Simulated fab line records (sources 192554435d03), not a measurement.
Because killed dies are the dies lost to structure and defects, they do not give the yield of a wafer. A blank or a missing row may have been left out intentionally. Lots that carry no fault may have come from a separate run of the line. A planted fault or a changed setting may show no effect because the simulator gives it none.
Split-lot study | flow n5 finfet | 21 wafers read from 7 lots, route of 1938 steps

## THE SPLIT ITSELF
At N5_MOL_CONTACT_COAG_CVD_140 (deposits W, target thk 66.5 nm, time 215 s), the setting target thk a was moved away from the recipe's 665 angstrom on 10 of the 21 wafers read, by -12.9% to +8.6%. All remaining wafers had this setting at the recipe value.

Reading taken at the split's own step.

## THE READING
W_of_MOL_CONTACT_COAG_CVD_140.thk nm (the simulator's own value, which no gauge read), in nm, at N5_MOL_CONTACT_COAG_CVD_140 (deposits W, target thk 66.5 nm, time 215 s). The file does not state a usual value for it. The 11 wafers here that ran the recipe average 66.1 nm, standard deviation 1.5 nm.

wafer  | tool, chamber at the split | target thk a as run, angstrom | against the recipe | W_of_MOL_CONTACT_COAG_CVD_140.thk nm, nm | against lot-mates on the recipe
L078.2 | cvd w-01, 1                | 665                           | recipe             | 68                                       | -
L078.3 | cvd w-01, 1                | 665                           | recipe             | 67.8                                     | -
L078.5 | cvd w-01, 0                | 579.2                         | -12.9%             | 58.8                                     | -9.1
L077.1 | cvd w-02, 1                | 665                           | recipe             | 67.8                                     | -
L077.3 | cvd w-02, 0                | 704.1                         | +5.9%              | 70.2                                     | +2.4
L077.5 | cvd w-02, 0                | 704.1                         | +5.9%              | 69.8                                     | +2.0
L085.2 | cvd w-02, 1                | 722.4                         | +8.6%              | 70.8                                     | no lot-mate on the recipe
L085.4 | cvd w-02, 1                | 722.4                         | +8.6%              | 71.8                                     | no lot-mate on the recipe
L085.5 | cvd w-02, 1                | 722.4                         | +8.6%              | 71                                       | no lot-mate on the recipe
L086.1 | cvd w-02, 0                | 665                           | recipe             | 65.8                                     | -
L086.3 | cvd w-02, 0                | 595.2                         | -10.5%             | 58                                       | -7.3
L086.4 | cvd w-02, 1                | 665                           | recipe             | 64.8                                     | -
L089.2 | cvd w-02, 0                | 665                           | recipe             | 63.8                                     | -
L089.3 | cvd w-02, 1                | 665                           | recipe             | 65                                       | -
L089.5 | cvd w-02, 1                | 665                           | recipe             | 64.4                                     | -
L091.2 | cvd w-01, 1                | 628.2                         | -5.5%              | 64.2                                     | -3.8
L091.4 | cvd w-01, 0                | 628.2                         | -5.5%              | 62.8                                     | -5.2
L091.5 | cvd w-01, 1                | 665                           | recipe             | 68                                       | -
L095.1 | cvd w-02, 1                | 665                           | recipe             | 65.6                                     | -
L095.3 | cvd w-02, 0                | 693.1                         | +4.2%              | 68.2                                     | +2.3
L095.6 | cvd w-02, 0                | 665                           | recipe             | 66.2                                     | -

THE FIT
A straight line over all 21 wafers: W_of_MOL_CONTACT_COAG_CVD_140.thk nm changes by +0.609 nm for each +1% of target thk a; r = +0.94; the points scatter about the line by 1.3 nm.
The same after taking each lot's own level away (the mean of its wafers on the recipe; 18 wafers): +0.641 nm for each +1%; r = +0.98; scatter 0.7 nm.
The reading moves by 8.3 nm for the largest change in target thk a, on that fit.
The span of the lots' own levels, 64.40 to 68.00 nm, comes to 2.4 times the standard deviation stated above.
The two slopes are in agreement: the lot-to-lot level therefore moves the slope only a little.
Check: -8.35 nm against its lot-mates is what the line predicts for one of the wafers moved furthest among these (-12.9%) when that wafer is left out of the fit. Against them it came out at -9.1 nm.

## ADDITIONAL SPLITS CARRIED BY THESE WAFERS
These wafers also went through other splits before the reading. Each is held against what the fit with the lots' levels taken away leaves over:
other split on the same wafers        | wafers away from the commonest value | r with W_of_MOL_CONTACT_COAG_CVD_140.thk nm (lot level and that fit taken away)
N5_MOL_CONTACT_COAG_EXPOSE_81 dose mj | 7                                    | -0.16

## THE FILE'S OWN FIT
W_of_MOL_CONTACT_COAG_CVD_140.thk nm changes by +0.672 nm for each +1% of target thk a, r = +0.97.
